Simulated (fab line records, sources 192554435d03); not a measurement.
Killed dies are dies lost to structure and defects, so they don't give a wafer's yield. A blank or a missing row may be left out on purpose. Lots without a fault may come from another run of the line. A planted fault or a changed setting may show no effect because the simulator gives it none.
fab line records | flow n5_finfet
record lots=5 wafers=15 last_day=16
route steps=1938 shown SD_ACTIVATION@331 ILD0@335 SDB@347 PASSIVATION@1936
lots that met no fault: from a run of the same line without faults
start_h: hours from the record's first day to the start of the lot's first wafer shown | wait_h: hours since the lot's step before | " the same as in the row above | L1.1+2: a row that stands for several wafers | - no value, or no start given | * or withheld: withheld | < > ~ a bound
route shown NAME@n: a module of which the file shows steps, and the number in the route of the first | usual: mean/standard deviation of fault-free wafers | same: alike in all rows | chamber/n: place in a boat | sites: the reading at each site | _std_site: their standard deviation | _edge_site: outer sites' mean less inner sites' | radius_mm: how far each site lies from the wafer's centre | mask NAME#n: copy n | behind: the tool/chamber that last shaped the wafer | hold: why the lot was held/for how many hours/how that ended | device: the transistor (n, p or np) that didn't switch | end of line: the same wafers' tests at the end of the route | a step without rows: its recipe alone | killed: dies lost to structure and defects at the first sort, not the wafer's yield | map: a wafer's dies, x killed, . not, _ none there
set.NAME: the setting as run; set.NAME@STEP: as run at that earlier step | model.NAME: the simulator's own value behind a step, which no gauge read
lots at some steps of the route; a table a step, a row a wafer
services: from which hour (start_h, from the record's first day; less than 0 if before it) a tool's chamber was out of use, for how many hours, and why
## steps
# step N5_SD_ACTIVATION_LSA_01
# recipe temp_c=1080 time_s=0.0008 ambient=N2
# step N5_ILD0_LINER_00
# recipe material=SiNx target_thk_a=40 temp_c=400 ald_precursor_family=SiH2I2 ald_co_reactant=N2/H2-plasma pulse_time_s=1 purge_time_s=2 co_reactant_purge_time_s=2 ald_cycles=80 pressure_torr=2
# step N5_ILD0_FCVD_FILL_01
# recipe material=SiO2_flowable target_thk_a=2000 temp_c=100 pressure_torr=0.8 rf_w=2000 time_s=328.3
# step N5_ILD0_CURE_02
# recipe temp_c=450 time_s=1800 ambient=steam idle_temp_c=400 ramp_up_c_per_min=5 ramp_down_c_per_min=3 densification_p_h2o_torr=640
# step N5_ILD0_CMP_03
# recipe stop_on=SiNx t_overpolish_s=1.9 post_cmp_clean=alkaline_brush down_force_psi=4.1491 platen_rpm=51.796 pad_velocity_m_s=1.0306 target_thk_nm=197.38
# step N5_ILD0_CMP_07
# recipe stop_on=poly-Si material=SiO2_flowable t_overpolish_s=1.18 post_cmp_clean=alkaline_brush down_force_psi=4.1491 platen_rpm=51.796 pad_velocity_m_s=1.0306 target_thk_nm=138.88
# step N5_ILD0_PRECLEAN_10
# recipe chemistry=NF3:NH3 afs_cycles=5 time_s=20 temp_c=30 sublimation_temp_c=180 sublimation_time_s=60 pressure_torr=3 rf_power_w=30
# step N5_ILD0_ALD_15
# recipe material=SiNx target_thk_a=240 temp_c=400 ald_precursor_family=SiH2I2 ald_co_reactant=N2/H2-plasma pulse_time_s=1 ald_cycles=480 purge_time_s=2 co_reactant_purge_time_s=2 pressure_torr=2
# usual chamber_pressure_Torr=2.000/0.0042 heater_power_w=845/77 precursor_pulse_height_rel=1.001/0.019
# columns lot.wafer tool chamber start_h wait_h chamber_pressure_Torr heater_power_w precursor_pulse_height_rel
L449.2 ald_sin-03 1 83.29 1.0 2.004 905 0.967
L449.3 " 2 " " 1.999 797 0.987
L449.4 " 0 " " 2.004 731 0.998
L456.2 ald_sin-02 0 126.94 0.5 2.003 982 1.010
L456.4 " 2 " " 1.995 824 1.002
L456.5 " 1 128.03 1.2 1.996 803 1.009
L464.4 ald_sin-02 0 175.16 1.0 1.995 999 1.033
L464.5 " 1 176.25 2.0 1.997 809 0.979
L464.6 " 0 " " 2.001 979 1.029
L465.3 ald_sin-02 0 178.12 0.4 1.999 993 0.968
L465.5 " 2 179.20 1.2 2.002 803 1.005
L465.6 " 3 " " 2.001 924 1.014
L466.1 ald_sin-02 1 181.28 0.7 2.000 808 0.985
L466.3 " 0 " " 2.001 993 0.993
L466.5 " 0 182.37 1.3 2.008 988 0.999
# step N5_ILD0_CMP_12
# recipe stop_on=poly-Si material=SiNx t_overpolish_s=6 post_cmp_clean=alkaline_brush down_force_psi=2.5 platen_rpm=51.8 pad_velocity_m_s=1.0307 target_thk_nm=17.67
# step N5_SDB_HM_DEP_00
# recipe material=SiNx target_thk_a=400 temp_c=400 precursor=SiH4/NH3/N2 pressure_torr=1.5 rf_w=300 time_s=35.3
# step N5_SDB_COAT_03
# recipe resist=SOC temp_c=250 time_s=60 spin_rpm=1500 resist_thk_nm=100
# step N5_SDB_COAT_04
# recipe resist=SiARC temp_c=220 time_s=60 spin_rpm=1500 resist_thk_nm=18
# step N5_SDB_COAT_05
# recipe resist=CAR-ArF spin_rpm=1500 resist_thk_nm=90
# step N5_SDB_EBR_07
# recipe solvent=PGMEA ebr_width_mm=1.5
# step N5_SDB_SOFTBAKE_06
# recipe temp_c=110 time_s=60 resist=CAR-ArF
# step N5_SDB_EXPOSE_08
# recipe mask_id=SDB na=1.35 source_shape=conventional sigma_outer=0.5 polarization=unpolarized dose_mj=49.6
# step N5_SDB_PEB_09
# recipe peb_temp_c=withheld peb_time_s=60 resist=CAR-ArF
# step N5_SDB_DEVELOP_10
# recipe develop_time_s=30 developer=TMAH resist=CAR-ArF rinse_liquid=diw dry=air_spin dev_temp_c=23
# step N5_SDB_DESCUM_16
# recipe chemistry=O2 time_s=7.9 source_power_w=50 bias_power_w=20 pressure_mtorr=20 rf_frequency_hz=2.712e+07 temp_c=40 resist=CAR-ArF o2_flow_sccm=225
# step N5_SDB_ETCH_17
# recipe chemistry=CF4 target=SiARC target_depth_a=234 mask_material=CAR-ArF time_s=39 ion_energy_ev=80 pressure_mtorr=40 source_w=545 bias_w=36 Ar_flow_sccm=100 cf4_flow_sccm=100 ends=cleared
# step N5_SDB_ETCH_18
# recipe chemistry=N2/H2 target=SOC target_depth_a=1000 overetch_a=200 mask_material=SiARC temp_c=40 time_s=150 ion_energy_ev=200 pressure_mtorr=30 source_w=840 bias_w=150 n2_flow_sccm=200 h2_flow_sccm=200
# step N5_SDB_STRIP_19
# recipe chemistry=N2/H2 temp_c=40 n2_flow_sccm=200 h2_flow_sccm=200 rf_frequency_hz=6e+07
# step N5_SDB_STRIP_21
# recipe chemistry=CF4 resist=SiARC power_w=300 bias_power_w=75 pressure_mtorr=50 cf4_flow_sccm=150 rf_frequency_hz=6e+07
# step N5_SDB_HM_OPEN_20
# recipe chemistry=CH3F/O2 target=SiNx mask_material=SOC target_depth_a=240 stop_on=poly-Si over_etch_frac=0.4 ion_energy_ev=120 pressure_mtorr=30 source_w=395 bias_w=73 Ar_flow_sccm=150 CH3F_flow_sccm=30 O2_flow_sccm=20
# step N5_SDB_STRIP_22
# recipe chemistry=N2/H2 power_w=1000 temp_c=250 h2_frac=0.65 overash_fraction=0.3 pressure_mtorr=withheld n2_flow_sccm=1750 h2_flow_sccm=3250
# step N5_SDB_PRECLEAN_23
# recipe chemistry=dHF time_s=30 temp_c=25 dilution=withheld
# step N5_SDB_DUMMY_REMOVE_24
# recipe chemistry=TMAH temp_c=70 target=poly-Si stop_on=SiO2 target_depth_nm=142 conc_wt_pct=5 time_s=57 dry=ipa_marangoni rinse_time_s=30 rinse_temp_c=23
# step N5_SDB_ETCH_25
# recipe chemistry=C4F6/O2 target=SiO2 target_depth_a=100 time_s=3.3 ion_energy_ev=250 mask_material=SiNx pressure_mtorr=30 source_w=345 bias_w=185 Ar_flow_sccm=300 C4F6_flow_sccm=10 O2_flow_sccm=10
# step N5_SDB_CUT_ETCH_26
# recipe chemistry=HBr/Cl2/O2 target=Si target_depth_a=1296 bt_time_s=20 mask_material=SiNx time_s=51.8 ion_energy_ev=* bias_w=* pressure_mtorr=10 icp_w=800 HBr_flow_sccm=150 Cl2_flow_sccm=80 O2_flow_sccm=12
# step N5_SDB_PRECLEAN_38
# recipe chemistry=dHF time_s=10 dilution=750:1 temp_c=25
# step N5_SDB_PRECLEAN_39
# recipe chemistry=O3/DIW time_s=45 temp_c=22 o3_ppm=10
# step N5_SDB_SRD_28
# recipe dry=ipa_marangoni time_s=30 temp_c=23 rinse_liquid=diw
# step N5_PASSIVATION_PROBE_49
# usual defect_limited_yield=91.5/1.4 killed_at_M0_to_M3=33/10 killed_at_M4_up=13/5 killed_at_contacts=13/5.6 killed_at_front_end=38/12 killed_at_other=3.9/2.7 killed_dies=100/16 killed_open=66/13 killed_short=32/7.2 sort_bin_5_function=5.0/0.97 sort_bin_6_memory=3.2/0.61 sort_n_pass=1080/16 sort_yield_pct=91.5/1.4
# same gross_dies=1180 killed_at_back_side=0 sort_bin_4_leakage[%]=0 sort_bin_8_speed[%]=0
# columns lot.wafer tool chamber start_h wait_h defect_limited_yield[%] killed_at_M0_to_M3 killed_at_M4_up killed_at_contacts killed_at_front_end killed_at_other killed_dies killed_open killed_short sort_bin_5_function[%] sort_bin_6_memory[%] sort_n_pass sort_yield_pct[%]
L456.2 prober-02 - 327.17 0.1 92.9 28 12 9 33 2 84 56 28 4.5 2.4 1096 92.9
L464.4 prober-01 - 382.95 0.2 87.9 27 22 7 81 6 143 56 31 7.5 3.1 1037 87.9
L464.5 prober-01 - 383.00 0.2 79.7 23 10 13 189 5 240 60 36 12.6 4.5 940 79.7
L464.6 prober-01 - 383.05 0.3 87.7 26 12 10 91 6 145 51 39 6.8 3.3 1035 87.7
L466.1 prober-01 - 387.27 0.0 79.8 25 10 12 190 1 238 67 24 13.4 3.7 942 79.8
L466.3 prober-01 - 387.37 0.1 87.6 37 17 14 78 0 146 61 33 6.2 4.1 1034 87.6
L466.5 prober-01 - 387.47 0.2 86.3 40 18 5 99 0 162 71 32 8.2 4.0 1018 86.3
L465.3 prober-02 - 392.48 0.1 85.5 42 19 10 97 3 171 78 38 8.6 4.1 1009 85.5
L465.5 prober-02 - 392.58 0.2 85.1 31 14 16 110 5 176 64 35 8.7 3.9 1004 85.1
L465.6 prober-02 - 392.63 0.3 80.2 37 5 17 171 4 234 62 32 11.7 4.7 946 80.2
# killed by level:class
L456.2 FIN_SAQP:geometric_particle:open=7 BEOL_M0_SAQP:geometric_particle:open=7 STI_FIN_REVEAL:geometric_particle:open=6 MOL_CONTACT_COAG:geometric_particle:open=6 BEOL_M3:geometric_particle:open=5 BEOL_M4:geometric_particle:open=5 BEOL_M1:geometric_particle:open=4 BEOL_M5:geometric_particle:open=4
L464.4 ILD0:unspecified=55 BEOL_M4:geometric_particle:open=10 FIN_SAQP:geometric_particle:open=9 BEOL_M0_SAQP:geometric_particle:short=7 FIN_SAQP:geometric_particle:short=6 BEOL_M5:geometric_particle:open=5 MOL_CONTACT_COAG:geometric_particle:open=5 BEOL_M0_SAQP:geometric_particle:open=5
L464.5 ILD0:unspecified=144 STI_FIN_REVEAL:geometric_particle:open=13 MOL_CONTACT_COAG:geometric_particle:open=11 FIN_SAQP:geometric_particle:short=8 FIN_SAQP:geometric_particle:open=7 BEOL_M2:geometric_particle:open=6 BEOL_M0_SAQP:geometric_particle:short=6 BEOL_M1:geometric_particle:open=5
L464.6 ILD0:unspecified=55 BEOL_M1:geometric_particle:open=12 FIN_SAQP:geometric_particle:short=7 STI_FIN_REVEAL:geometric_particle:open=7 MOL_CONTACT_COAG:geometric_particle:open=7 GATE_CUT:geometric_particle:short=6 BEOL_M0_SAQP:geometric_particle:short=5 STI_FIN_REVEAL:geometric_particle:short=4
L466.1 ILD0:unspecified=146 STI_FIN_REVEAL:geometric_particle:open=17 MOL_CONTACT_COAG:geometric_particle:open=10 FIN_SAQP:geometric_particle:open=9 BEOL_M2:geometric_particle:open=8 STARTING-WAFER:geometric_particle:open=5 BEOL_M0_SAQP:geometric_particle:short=4 GATE_CUT:geometric_particle:short=4
L466.3 ILD0:unspecified=51 BEOL_M4:geometric_particle:open=15 MOL_CONTACT_COAG:geometric_particle:open=11 BEOL_M0_SAQP:geometric_particle:open=8 FIN_SAQP:geometric_particle:short=7 BEOL_M2:geometric_particle:open=7 GATE_CUT:geometric_particle:short=6 BEOL_M0_SAQP:geometric_particle:short=6
L466.5 ILD0:unspecified=59 BEOL_M0_SAQP:geometric_particle:open=11 BEOL_M4:geometric_particle:open=10 STI_FIN_REVEAL:geometric_particle:open=9 BEOL_M0_SAQP:geometric_particle:short=9 FIN_SAQP:geometric_particle:open=6 BEOL_M2:geometric_particle:open=6 BEOL_M4:geometric_particle:short=6
L465.3 ILD0:unspecified=52 BEOL_M1:geometric_particle:open=11 STI_FIN_REVEAL:geometric_particle:open=10 BEOL_M0_SAQP:geometric_particle:open=10 FIN_SAQP:geometric_particle:short=9 MOL_CONTACT_COAG:geometric_particle:open=9 BEOL_M4:geometric_particle:open=8 BEOL_M0_SAQP:geometric_particle:short=7
L465.5 ILD0:unspecified=77 MOL_CONTACT_COAG:geometric_particle:open=10 BEOL_M4:geometric_particle:open=10 STI_FIN_REVEAL:geometric_particle:open=9 FIN_SAQP:geometric_particle:open=8 BEOL_M0_SAQP:geometric_particle:open=7 MOL_CONTACT_COAG:geometric_particle:short=6 BEOL_M1:geometric_particle:open=6
L465.6 ILD0:unspecified=139 MOL_CONTACT_COAG:geometric_particle:open=12 BEOL_M0_SAQP:geometric_particle:open=12 BEOL_M1:geometric_particle:open=11 FIN_SAQP:geometric_particle:short=10 FIN_SAQP:geometric_particle:open=8 STI_FIN_REVEAL:geometric_particle:open=5 MOL_CONTACT_COAG:geometric_particle:short=5
# map L464.5 (x killed, . not)
_________________......x.....________________
______________...x.........x..x._____________
___________.............x..x.......__________
__________........x.......x........._________
________............................x._______
_______.......x....................x...______
______.............x.................x.._____
_____x.....x.x.x......x..................____
____..x.....................x............x___
___...x.x.xxxxxxx.x..........x....x.......x__
___...x.x.xxxxxxxxxx.................x....x__
__...x.xxxxxxxxxxxx..x..x..................._
__....xxxxxxxxxxxxxxx..x..................x._
_...x..xxxxxxxxxxxxx.x..............x........
_...xxxxxxxxxxxxxxxxx...............xx...x.x.
_.....xxxxxxxxxxxxxxx.x....x.................
_......xxxxxxxxxxxxx.......x....x...........x
_..xxxxx.xxxxxxxxxxx.x.....x.x........x......
_.....xxxxxxxxxxxx........x...x..............
_.......x.x.xxxx.x...........................
_........xx.xxxxxx..............x...x........
__...x..x......x..........xx........x....x.._
__.x.....xx.x...xx.....x...................._
___..x.........x..............xx...........__
___...............................x.......x__
____.......x..............................___
_____.................................x..____
______x.....x...........x..............x_____
_______.....................x..........______
________x.x....x.........x.x.........._______
__________.............x.x.x.......x_________
___________................xx......__________
______________.................._____________
_________________.........x..________________
# map L465.6 (x killed, . not)
_________________.....x......________________
______________...............x.._____________
___________.............x..x.......__________
__________.............x............_________
________............x...x............._______
_______..........x......x..x...........______
______..........................x......x_____
_____....................................____
____....x...............................x.___
___...xx....x.....x..x.xx......x.......x...__
___....x....................x..............__
__..........x...x...xxx.............x......x_
__.....x..........xxxxx.x...x.xxx.......x..._
_....x.xxxx.....xxxxxxx.x.x.....x............
_..........xx..xxxxxxxxxxx.........x..x..x...
_...........x.xxxxxxxxxxxxxxx.......x........
_.............xxxxxxxxxxxxxxx............x...
_...........xxxxxxxxxxxxxxx........x......x..
_...x.......x.xxxxxxxxxxxx..x.............x..
_.xx..........xxxxxxxxxxxxx...x...........x.x
_............xxxxxxxxxxxxx....x.....xx...x...
__.............xxxxxxxxx......x.x..........._
__...x......x..xx.xxxxxx..x........x....x..._
___..x..........x.x.xxxx................x..__
___.x.....x.......xx..x...........x...x....__
____...................x.x...........x....___
_____..................x..x..............____
______....................x.........x..._____
_______...x.......x.......x.x..x....x..______
________...................x.......x.._______
__________...........x.............._________
___________..........x.............__________
______________.................._____________
_________________......x...x.________________
## services
# columns tool chamber start_h hours kind
ald_sin-03 2 148.19 5.8 repair
ald_sin-03 - 176.83 14.0 pm
ald_sin-03 0 176.83 14.0 vent_cycle
ald_sin-03 1 176.83 14.0 vent_cycle
ald_sin-03 2 176.83 14.0 vent_cycle
ald_sin-03 3 176.83 14.0 vent_cycle
## key
first_sign step=N5_PASSIVATION_PROBE_49 reading=killed_at_front_end direction=up sigmas=6.9 usual=38 struck=123
effect step=N5_PASSIVATION_PROBE_49 reading=defect_limited_yield direction=down sigmas=5.1 usual=91.5 struck=84.4
more_kills_born_at N5_ILD0_ALD_15@ald_sin-02=778
met_at N5_ILD0_ALD_15
struck_wafers L464.4,L464.5,L464.6,L465.3,L465.5,L465.6,L466.1,L466.3,L466.5
also_fits time
fault kind=chamber_particle_source tool=ald_sin-02 chamber=- onset_h=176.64 steps=N5_ILD0_ALD_15 rate_per_visit_cm2=1.3498 end_h=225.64
